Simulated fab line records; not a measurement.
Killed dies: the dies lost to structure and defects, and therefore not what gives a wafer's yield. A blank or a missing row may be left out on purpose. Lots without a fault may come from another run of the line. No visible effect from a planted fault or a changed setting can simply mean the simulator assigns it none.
Chamber matching || flow n5-finfet || N5_BEOL_M5_CO_CAP_78 on cvd-co-01 has 3 sister chambers
The step material Co, precursor CCTBA/H2, target thk 2 nm, time 102.1 s. 3 wafers are shown with their chamber, then 12 later ones without.

== WAFERS PAIRED WITH THEIR CHAMBERS ==
{"wafer": "L090.5", "chamber": 2, "heater-power-w (W)": 232}
{"wafer": "L093.1", "chamber": 1, "heater-power-w (W)": 246}
{"wafer": "L093.5", "chamber": 0, "heater-power-w (W)": 218}

== WAFERS MISSING THEIR CHAMBER ==
{"wafer": "L092.1", "heater-power-w (W)": 224}
{"wafer": "L092.2", "heater-power-w (W)": 238}
{"wafer": "L092.5", "heater-power-w (W)": 238}
{"wafer": "L091.1", "heater-power-w (W)": 226}
{"wafer": "L091.4", "heater-power-w (W)": 232}
{"wafer": "L091.6", "heater-power-w (W)": 240}
{"wafer": "L095.1", "heater-power-w (W)": 221}
{"wafer": "L095.2", "heater-power-w (W)": 250}
{"wafer": "L095.4", "heater-power-w (W)": 245}
{"wafer": "L094.1", "heater-power-w (W)": 226}
{"wafer": "L094.4", "heater-power-w (W)": 239}
{"wafer": "L094.5", "heater-power-w (W)": 248}

== WHICH CHAMBER EACH ONE RAN IN ==
{"wafer": "L092.1", "from the rows above": "can't be placed: 0 or 2", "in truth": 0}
{"wafer": "L092.2", "from the rows above": "can't be placed: 2 or 1", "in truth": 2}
{"wafer": "L092.5", "from the rows above": "can't be placed: 2 or 1", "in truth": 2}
{"wafer": "L091.1", "from the rows above": "can't be placed: 2 or 0", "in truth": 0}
{"wafer": "L091.4", "from the rows above": 2, "in truth": 2}
{"wafer": "L091.6", "from the rows above": "can't be placed: 1 or 2", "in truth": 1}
{"wafer": "L095.1", "from the rows above": "can't be placed: 0 or 2", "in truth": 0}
{"wafer": "L095.2", "from the rows above": 1, "in truth": 1}
{"wafer": "L095.4", "from the rows above": 1, "in truth": 1}
{"wafer": "L094.1", "from the rows above": "can't be placed: 2 or 0", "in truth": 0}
{"wafer": "L094.4", "from the rows above": "can't be placed: 1 or 2", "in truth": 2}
{"wafer": "L094.5", "from the rows above": 1, "in truth": 1}
Correctly placed: 4 of 12. Cannot be placed on the basis of these rows: 8; the candidates contain the true chamber in 8. Wrongly placed: 0.
How it was worked out, from the rows above alone: a wafer's distance from a chamber is the root of the sum, over the readings, of the square of ((its reading less the chamber's mean) divided by the reading's scatter). If the next closest chamber is less than 2 further off than the closest, the wafer can't be placed; otherwise it belongs to the closest. A chamber's mean is the mean of its shown wafers. The scatter: root of mean squared gap, hidden wafer to nearest shown wafer, with one shown wafer a chamber.
